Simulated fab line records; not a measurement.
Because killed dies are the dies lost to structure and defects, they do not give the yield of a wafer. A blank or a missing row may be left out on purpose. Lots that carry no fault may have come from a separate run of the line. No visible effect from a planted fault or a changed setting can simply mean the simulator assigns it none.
Problem report, 8D (eight disciplines) form, completed by code ; flow n5Finfet ; the parts of the form that need people (team, actions taken, sign-off) are left out

1. WHAT WENT WRONG
Wafers without a fault read 1.004 a.u., standard deviation 0.019; oesProductAu at N5_DUMMY_GATE_ETCH_23 reads a mean of 0.763 a.u. on 2 wafers belonging to 2 lots. Relative to the usual mean, that is a shift of -13 standard deviations.
The step: etches poly-Si in HBr/Cl2/O2, target depth 41 nm, time 22.3 s.
The first sign was on wafer L643.1 at day 5 22:43, on rieSi-05. The record holds 28 wafers of 10 lots with a number at this step. The rule behind "out" and "out of limits": a value lying over 4 standard deviations away from the usual mean. The other wafers with a number count as sound.

2. WHAT IT IS AND WHAT IT IS NOT
question;is;is not
which readings at this step;oesProductAu;drypumpMotorCurrentA, mfcCl2Sccm, throttleValvePct
which lots;L643, L645;L632, L634, L637, L638, L649, L650, L651, L652
which wafers of those lots;L643.1, L645.1;L643.3, L645.3
read on which tools;rieSi-05;rieSi-02, rieSi-06
when;from day 5 22:43;"up to then (13 sound wafers); but 13 sound wafers of L645, L649, L650, L651, L652 came after"

3. THE SUSPECTS, EACH WITH WHAT RULES IT OUT
Counting: if a tool at a process step up to the reading ran every lot that is out, it stays a suspect. Sound lots after the first of them don't rule it out here, since some wafers of a struck lot are sound.
- rieSi-05 at N5_DUMMY_GATE_ETCH_23 (etches poly-Si in HBr/Cl2/O2, target depth 41 nm, time 22.3 s): kept. It ran every lot that is out, first L643 (day 5 22:43); its last sound lot up to then is L638 (day 4 17:50). Its own oesProductAu readings are out on those wafers.
- Within rieSi-05 at N5_DUMMY_GATE_ETCH_23: the wafers that are out ran in chambers 1, 2; their sound lot-mates ran in chamber 3.
Remaining after the count: rieSi-05 at N5_DUMMY_GATE_ETCH_23.

4. THE CAUSE (what the simulator had put in)
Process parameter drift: rieSi-05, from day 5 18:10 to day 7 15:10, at N5_DUMMY_GATE_ETCH_23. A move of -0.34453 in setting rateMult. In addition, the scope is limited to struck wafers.
This tool alone remained once counting was done.

5. SEQUENCE OF EFFECTS, ordered by route
One row per reading whose mean, taken over the struck wafers that have a number, lies over 3 standard deviations from the usual. Only readings whose record carries a usual standard deviation are examined. hours: median over the lots of the time between each lot's start at the first step of this table that gives one and its start at this step. sigmas: the change, counted in usual standard deviations.
hours;step;reading;usual;on struck wafers;change;sigmas
0;N5_DUMMY_GATE_ETCH_23;oesProductAu;1.004 a.u.;0.763;-0.241;-13
Here are the process steps it includes:
- N5_DUMMY_GATE_ETCH_23: etches poly-Si in HBr/Cl2/O2, target depth 41 nm, time 22.3 s.
Later measuring or inspecting steps at which every struck wafer that the step has a row for has a number for every such reading, and none has moved that far: N5_DUMMY_GATE_CD_MEAS_24, N5_BEOL_M4_RC_MEAS_101.

6. HOW IT WOULD HAVE BEEN CAUGHT EARLIER
5 hours passed between the start of the fault at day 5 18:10 and the first reading out of limits in this record, taken at day 5 22:43.
